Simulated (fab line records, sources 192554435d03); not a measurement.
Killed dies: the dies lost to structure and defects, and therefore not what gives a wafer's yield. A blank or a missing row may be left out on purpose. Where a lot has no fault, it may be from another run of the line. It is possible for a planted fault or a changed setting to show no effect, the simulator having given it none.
Split-lot study    flow n5Finfet    21 wafers read across 7 lots, on a route 1938 steps long

THE SPLIT
At N5_BEOL_M5_ILD_DEP_00 (deposits SiCOH lowk from DEMS/porogen, target thk 140.64 nm, time 25.9 s), the setting timeS was moved away from the recipe's 25.9 s on 8 of the 21 wafers read, by -12.6% to +12.5%. The other wafers ran this setting at the recipe's value.

FROM THE SPLIT TO THE READING: what the file shows between them, 1 step
- N5_BEOL_M5_CURE_79: cures SiCOH lowk, time 240 s

THE READING
M5_ILD_THK (nm), taken at N5_BEOL_M5_THK_MEAS_01. A value of 121.3 nm with a standard deviation of 1.7 nm is what fault-free wafers of this fab line usually give.

wafer   tool, chamber at the split  timeS as run, s  against the recipe  M5_ILD_THK, nm  against lot-mates on the recipe
L074.2  pecvd-01, 0                 25.9             recipe              121.2           -
L074.3  pecvd-01, 2                 25.9             recipe              121.7           -
L074.6  pecvd-01, 0                 25.9             recipe              123.2           -
L076.1  pecvd-02, 2                 25.9             recipe              119.4           -
L076.4  pecvd-02, 2                 27.73            +7.1%               129.8           +10.4
L076.6  pecvd-02, 0                 27.73            +7.1%               132.1           +12.7
L077.1  pecvd-02, 0                 25.9             recipe              119.9           -
L077.4  pecvd-02, 1                 25.9             recipe              122.5           -
L077.5  pecvd-02, 2                 25.9             recipe              122.1           -
L081.1  pecvd-02, 0                 25.9             recipe              120.7           -
L081.3  pecvd-02, 2                 25.9             recipe              120.1           -
L081.5  pecvd-02, 0                 22.63            -12.6%              108.1           -12.3
L082.2  pecvd-01, 1                 25.9             recipe              117.3           -
L082.4  pecvd-01, 1                 25.9             recipe              120.6           -
L082.5  pecvd-01, 0                 25.9             recipe              120.9           -
L089.1  pecvd-04, 1                 29.15            +12.5%              136.6           +16.6
L089.2  pecvd-04, 2                 29.15            +12.5%              133.0           +13.0
L089.3  pecvd-04, 0                 25.9             recipe              120.0           -
L090.2  pecvd-04, 0                 22.8             -12.0%              105.6           no lot-mate on the recipe
L090.3  pecvd-04, 1                 22.8             -12.0%              109.4           no lot-mate on the recipe
L090.5  pecvd-04, 1                 22.8             -12.0%              110.9           no lot-mate on the recipe

FIT RESULTS
A straight line over all 21 wafers: M5_ILD_THK changes by +1.09 nm for each +1% of timeS; r = +0.97; the points scatter about the line by 1.8 nm.
The same after taking each lot's own level away (the mean of its wafers on the recipe; 18 wafers): +1.18 nm for each +1%; r = +0.97; scatter 1.7 nm.
On that fit, the largest move of timeS shifts the reading by 15 nm.
The lots' own levels span 119.40 to 122.03 nm, that is 1.5 times the standard deviation above.
Hence the lot-to-lot level has little effect on the slope; both slopes agree.
Check: -15.9 nm against its lot-mates is what the line predicts for one of the wafers moved furthest among these (-12.6%) when that wafer is left out of the fit. Against them it came out at -12.3 nm.

OTHER SPLITS APPLIED TO THESE WAFERS
These wafers also went through other splits before the reading. Each is held against what the fit with the lots' levels taken away leaves over:
other split on the same wafers    wafers away from the commonest value  r with M5_ILD_THK (lot level and that fit taken away)
N5_BEOL_M0_SAQP_EXPOSE_37 doseMj  4                                     +0.36
N5_BEOL_M1_HM_DEP_02 targetThkA   5                                     +0.13
N5_BEOL_M2_ALD_98 aldCycles       8                                     +0.09
N5_BEOL_M4_COAT_05 spinRpm        7                                     -0.52

THE WHOLE CHAIN: every reading that the file lists as answering this split, in the file's order
step                    what it does                                                              reading                                                                                  change (the file's fit)               r (the file's)
N5_BEOL_M5_ILD_DEP_00   deposits SiCOH lowk from DEMS/porogen, target thk 140.64 nm, time 25.9 s  SiCOH_lowk_of_BEOL_M5_ILD_DEP_00.thkNm (the simulator's own value, which no gauge read)  +1.32 nm for each +1% of the setting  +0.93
N5_BEOL_M5_CURE_79      cures SiCOH lowk, time 240 s                                              SiCOH_lowk_of_BEOL_M5_ILD_DEP_00.thkNm (the simulator's own value, which no gauge read)  +1.15 nm for each +1% of the setting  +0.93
N5_BEOL_M5_THK_MEAS_01                                                                            M5_ILD_THK                                                                               +1.15 for each +1% of the setting     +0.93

THE FILE'S OWN FIT
M5_ILD_THK changes by +1.15 nm for each +1% of timeS, r = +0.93.
